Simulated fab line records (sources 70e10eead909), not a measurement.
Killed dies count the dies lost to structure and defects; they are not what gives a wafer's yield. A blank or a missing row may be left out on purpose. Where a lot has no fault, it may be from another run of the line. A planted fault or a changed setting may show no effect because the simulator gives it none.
Matching of chambers || flow nand-harc || NHARC_P_CONTACT_CMP_01 on cmp-04 has 4 sister chambers
The step polishes SiO2, target thk 200 nm. 14 wafers are shown with their chamber, then 6 later ones without.

== WAFERS WITH THEIR CHAMBER ==
{"wafer": "L076.2", "chamber": 3, "motor-current-A (A)": 12.3, "pad-life-wafers": 109}
{"wafer": "L076.3", "chamber": 2, "motor-current-A (A)": 12.1, "pad-life-wafers": 108}
{"wafer": "L076.4", "chamber": 1, "motor-current-A (A)": 11.4, "pad-life-wafers": 111}
{"wafer": "L076.1", "chamber": 0, "motor-current-A (A)": 13.8, "pad-life-wafers": 110}
{"wafer": "L075.3", "chamber": 3, "motor-current-A (A)": 13.5, "pad-life-wafers": 114}
{"wafer": "L079.1", "chamber": 3, "motor-current-A (A)": 12.3, "pad-life-wafers": 240}
{"wafer": "L079.3", "chamber": 0, "motor-current-A (A)": 13.7, "pad-life-wafers": 241}
{"wafer": "L079.4", "chamber": 2, "motor-current-A (A)": 11.6, "pad-life-wafers": 243}
{"wafer": "L080.2", "chamber": 1, "motor-current-A (A)": 11.8, "pad-life-wafers": 282}
{"wafer": "L080.4", "chamber": 2, "motor-current-A (A)": 11.2, "pad-life-wafers": 283}
{"wafer": "L082.1", "chamber": 3, "motor-current-A (A)": 13.0, "pad-life-wafers": 367}
{"wafer": "L082.2", "chamber": 1, "motor-current-A (A)": 12.1, "pad-life-wafers": 369}
{"wafer": "L084.2", "chamber": 3, "motor-current-A (A)": 12.2, "pad-life-wafers": 37}
{"wafer": "L084.4", "chamber": 1, "motor-current-A (A)": 11.7, "pad-life-wafers": 39}

SIGNATURES (means of the wafers above)
{"reading": "motor-current-A", "chamber 0": 13.750, "chamber 1": 11.750, "chamber 2": 11.633, "chamber 3": 12.660, "scatter within a chamber": 0.442}
{"reading": "pad-life-wafers", "chamber 0": 175.50, "chamber 1": 200.25, "chamber 2": 211.33, "chamber 3": 173.40, "scatter within a chamber": 128}
Rule: distance of a wafer from a chamber = root of the sum over the readings of ((wafer's reading minus chamber's mean) / reading's scatter) squared. If the next closest chamber is less than 2 further off than the closest, the wafer can't be placed; otherwise it belongs to the closest. The scatter: take each reading less its chamber's mean, square it, sum over the shown wafers, divide by the number of wafers less the number of chambers, and take the root.

== WAFERS WHOSE CHAMBER IS MISSING ==
{"wafer": "L089.1", "motor-current-A (A)": 10.9, "pad-life-wafers": 200}
{"wafer": "L089.2", "motor-current-A (A)": 11.5, "pad-life-wafers": 199}
{"wafer": "L094.1", "motor-current-A (A)": 12.2, "pad-life-wafers": 30}
{"wafer": "L094.2", "motor-current-A (A)": 13.4, "pad-life-wafers": 33}
{"wafer": "L094.4", "motor-current-A (A)": 12.8, "pad-life-wafers": 32}
{"wafer": "L094.3", "motor-current-A (A)": 11.6, "pad-life-wafers": 31}

== CHAMBER TAKEN BY EACH ==
{"wafer": "L089.1", "from the rows above": "can't be placed: 2 or 1", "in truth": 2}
{"wafer": "L089.2", "from the rows above": "can't be placed: 2 or 1", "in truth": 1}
{"wafer": "L094.1", "from the rows above": "can't be placed: 3 or 1 or 2", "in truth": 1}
{"wafer": "L094.2", "from the rows above": "can't be placed: 0 or 3", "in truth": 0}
{"wafer": "L094.4", "from the rows above": "can't be placed: 3 or 0 or 1 or 2", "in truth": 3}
{"wafer": "L094.3", "from the rows above": "can't be placed: 1 or 2 or 3", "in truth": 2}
0 of 6 placed correctly. Can't be placed from these rows: 6 (the true chamber is among the candidates in 6). Number placed wrongly: 0.
